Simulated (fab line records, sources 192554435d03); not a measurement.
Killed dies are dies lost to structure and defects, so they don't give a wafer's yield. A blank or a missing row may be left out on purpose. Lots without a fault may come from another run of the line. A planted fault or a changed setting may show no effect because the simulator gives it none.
Chamber matching | flow n5_finfet | N5_BEOL_M4_ALD_98 on ald_sin-02: 4 sister chambers
The step deposits SiO2, target thk 2.5 nm, pulse time 1 s, co reactant pulse time 1 s. 20 wafers are shown with their chamber, then 10 later ones without.

WAFERS WITH THEIR CHAMBER
wafer  | chamber | heater_power_w (W) | precursor_pulse_height_rel
L076.1 | 0       | 74                 | 1.015
L076.2 | 3       | 81                 | 1.002
L076.3 | 2       | 79                 | 1.007
L076.4 | 1       | 76                 | 1.013
L076.5 | 0       | 75                 | 1.004
L076.6 | 1       | 74                 | 1.003
L075.3 | 0       | 73                 | 0.994
L075.5 | 3       | 82                 | 1.012
L075.6 | 2       | 77                 | 1.058
L077.2 | 3       | 81                 | 0.995
L077.4 | 3       | 81                 | 1.006
L077.6 | 2       | 80                 | 1.015
L078.3 | 2       | 79                 | 0.988
L078.4 | 0       | 73                 | 1.006
L078.6 | 2       | 80                 | 1.016
L084.1 | 3       | 82                 | 1.037
L084.2 | 0       | 75                 | 1.005
L084.3 | 1       | 76                 | 1.021
L084.4 | 2       | 76                 | 1.004
L084.5 | 2       | 79                 | 0.994

SIGNATURES (means of the wafers above)
reading                    | chamber 0 | chamber 1 | chamber 2 | chamber 3 | scatter within a chamber
heater_power_w             | 74.00     | 75.33     | 78.57     | 81.40     | 1.16
precursor_pulse_height_rel | 1.00480   | 1.01233   | 1.01171   | 1.01040   | 0.0169
Rule: a wafer's distance from a chamber is the root of the sum, over the readings, of the square of ((its reading less the chamber's mean) divided by the reading's scatter). The wafer belongs to the nearest chamber; if the next one is less than 2 further off, it can't be placed. The scatter: the root of (the sum of the squares of (reading less its chamber's mean) over the shown wafers, divided by (wafers less chambers)).

WAFERS WITHOUT THEIR CHAMBER
wafer  | heater_power_w (W) | precursor_pulse_height_rel
L084.6 | 82                 | 0.968
L086.2 | 79                 | 1.022
L086.3 | 74                 | 0.983
L086.6 | 79                 | 0.971
L094.1 | 83                 | 0.977
L094.5 | 74                 | 1.001
L094.6 | 73                 | 1.000
L096.1 | 73                 | 1.008
L096.3 | 76                 | 1.022
L096.4 | 79                 | 0.988

WHICH CHAMBER EACH WENT THROUGH
wafer  | from the rows above          | in truth
L084.6 | can't be placed: 3 or 2      | 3
L086.2 | can't be placed: 2 or 3      | 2
L086.3 | can't be placed: 0 or 1      | 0
L086.6 | can't be placed: 2 or 3 or 1 | 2
L094.1 | can't be placed: 3 or 2      | 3
L094.5 | can't be placed: 0 or 1      | 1
L094.6 | can't be placed: 0 or 1      | 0
L096.1 | can't be placed: 0 or 1      | 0
L096.3 | can't be placed: 1 or 0 or 2 | 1
L096.4 | can't be placed: 2 or 3      | 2
Placed correctly: 0 of 10. Can't be placed from these rows: 10 (the true chamber is among the candidates in 10). Placed wrongly: 0.
